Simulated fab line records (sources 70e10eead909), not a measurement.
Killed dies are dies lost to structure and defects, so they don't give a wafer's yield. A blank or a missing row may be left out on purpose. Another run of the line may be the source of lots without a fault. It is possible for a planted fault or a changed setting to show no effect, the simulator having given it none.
Which tool is to blame? || flow nand harc || 11 lots with 33 wafers sampled at 3 steps, on a route of 1302 steps

WHAT THE GAUGES READ, wafer by wafer
NHARC_A_ZERO_WELL_INSPECT_17.
{"lot": "L788", "measured": "day 7 06:09", "on": "defect inspect-01", "raw defect count": "12 34 26"}
{"lot": "L789", "measured": "day 7 21:17", "on": "defect inspect-02", "raw defect count": "13 9 7"}
{"lot": "L790", "measured": "day 7 22:16", "on": "defect inspect-02", "raw defect count": "13 7 6"}
{"lot": "L792", "measured": "day 9 04:27", "on": "defect inspect-01", "raw defect count": "16 18 28"}
{"lot": "L793", "measured": "day 9 18:16", "on": "defect inspect-01", "raw defect count": "11 19 6"}
{"lot": "L794", "measured": "day 10 01:13", "on": "defect inspect-02", "raw defect count": "12 9 2"}
{"lot": "L795", "measured": "day 10 08:08", "on": "defect inspect-01", "raw defect count": "2 17 9"}
{"lot": "L796", "measured": "day 10 18:31", "on": "defect inspect-01", "raw defect count": "14 16 11"}
{"lot": "L798", "measured": "day 11 03:58", "on": "defect inspect-01", "raw defect count": "20 9 11"}
{"lot": "L807", "measured": "day 15 05:11", "on": "defect inspect-02", "raw defect count": "7 561 5"}
{"lot": "L808", "measured": "day 15 21:56", "on": "defect inspect-02", "raw defect count": "13 583 27"}

EACH LOT AND THE TOOL THAT RAN IT (in order: tool; ch and the chambers of the sampled wafers; start)
{"lot": "L788", "NHARC_P_BONDPAD_ETCH_37": "rie diel-05 ch 0,2,3, day 7 00:56", "NHARC_A_ZERO_WELL_ETCH_19": "rie diel-02 ch 0,1,3, day 7 04:56"}
{"lot": "L789", "NHARC_P_BONDPAD_ETCH_37": "rie diel-05 ch 0,2,3, day 7 16:04", "NHARC_A_ZERO_WELL_ETCH_19": "rie diel-02 ch 0,2,3, day 7 20:05"}
{"lot": "L790", "NHARC_P_BONDPAD_ETCH_37": "rie diel-10 ch 0,1,2, day 7 17:10", "NHARC_A_ZERO_WELL_ETCH_19": "rie diel-02 ch 1,3, day 7 21:03"}
{"lot": "L792", "NHARC_P_BONDPAD_ETCH_37": "rie diel-10 ch 0,1,2, day 8 23:11", "NHARC_A_ZERO_WELL_ETCH_19": "rie diel-11 ch 1,3, day 9 03:11"}
{"lot": "L793", "NHARC_P_BONDPAD_ETCH_37": "rie diel-10 ch 0,2, day 9 12:59", "NHARC_A_ZERO_WELL_ETCH_19": "rie diel-02 ch 2,3, day 9 17:02"}
{"lot": "L794", "NHARC_P_BONDPAD_ETCH_37": "rie diel-10 ch 0,1,3, day 9 20:07", "NHARC_A_ZERO_WELL_ETCH_19": "rie diel-02 ch 0,1, day 10 00:01"}
{"lot": "L795", "NHARC_P_BONDPAD_ETCH_37": "rie diel-10 ch 1,2,3, day 10 02:53", "NHARC_A_ZERO_WELL_ETCH_19": "rie diel-04 ch 0,1,3, day 10 06:56"}
{"lot": "L796", "NHARC_P_BONDPAD_ETCH_37": "rie diel-10 ch 0,2, day 10 13:11", "NHARC_A_ZERO_WELL_ETCH_19": "rie diel-02 ch 0,1,3, day 10 17:16"}
{"lot": "L798", "NHARC_P_BONDPAD_ETCH_37": "rie diel-05 ch 1,2, day 10 22:49", "NHARC_A_ZERO_WELL_ETCH_19": "rie diel-02 ch 0,1,3, day 11 02:46"}
{"lot": "L807", "NHARC_P_BONDPAD_ETCH_37": "rie diel-10 ch 0,3, day 14 23:52", "NHARC_A_ZERO_WELL_ETCH_19": "rie diel-02 ch 1,2,3, day 15 03:58"}
{"lot": "L808", "NHARC_P_BONDPAD_ETCH_37": "rie diel-01 ch 0,2, day 15 16:45", "NHARC_A_ZERO_WELL_ETCH_19": "rie diel-02 ch 0,1,2, day 15 20:43"}
- NHARC_P_BONDPAD_ETCH_37: etches the open film in N2/H2, target depth 60 nm, overetch 18 nm, time 65.91 s.
- NHARC_A_ZERO_WELL_ETCH_19: etches the open film in N2/H2, target depth 80 nm, overetch 24 nm, time 87.88 s.

THE ANSWER, worked out from the rows above alone
Rule: usual is defined by the lots themselves. The widest of any qualifying gaps counts: lots, ordered by their means at a reading, are off when they make up no more than a third of the lots, leave a main group of 4 or more, and stand apart from it by 3 or more times the standard deviation of that group's means. A main group whose means are all the same, to the digits that the tables above print for the reading, isn't used. A lot without any number at a reading at which 4 lots or more have one is off too. Where the step has rows for the other lots, those lots are counted as sound.
Off: L807, L808, at NHARC_A_ZERO_WELL_INSPECT_17 (raw defect count). Mean 13 and standard deviation 5.3 in the main group.
If a tool, at a process step before that reading, ran all the lots that are off and no sound lot after the first of them, it fits. Gauges at NHARC_A_ZERO_WELL_INSPECT_17: tried the same way as those tools. This does not decide it: 2 tools fit, namely rie diel-02 at NHARC_A_ZERO_WELL_ETCH_19 and defect inspect-02 at NHARC_A_ZERO_WELL_INSPECT_17.

WHAT THE SIMULATOR HAD PUT IN
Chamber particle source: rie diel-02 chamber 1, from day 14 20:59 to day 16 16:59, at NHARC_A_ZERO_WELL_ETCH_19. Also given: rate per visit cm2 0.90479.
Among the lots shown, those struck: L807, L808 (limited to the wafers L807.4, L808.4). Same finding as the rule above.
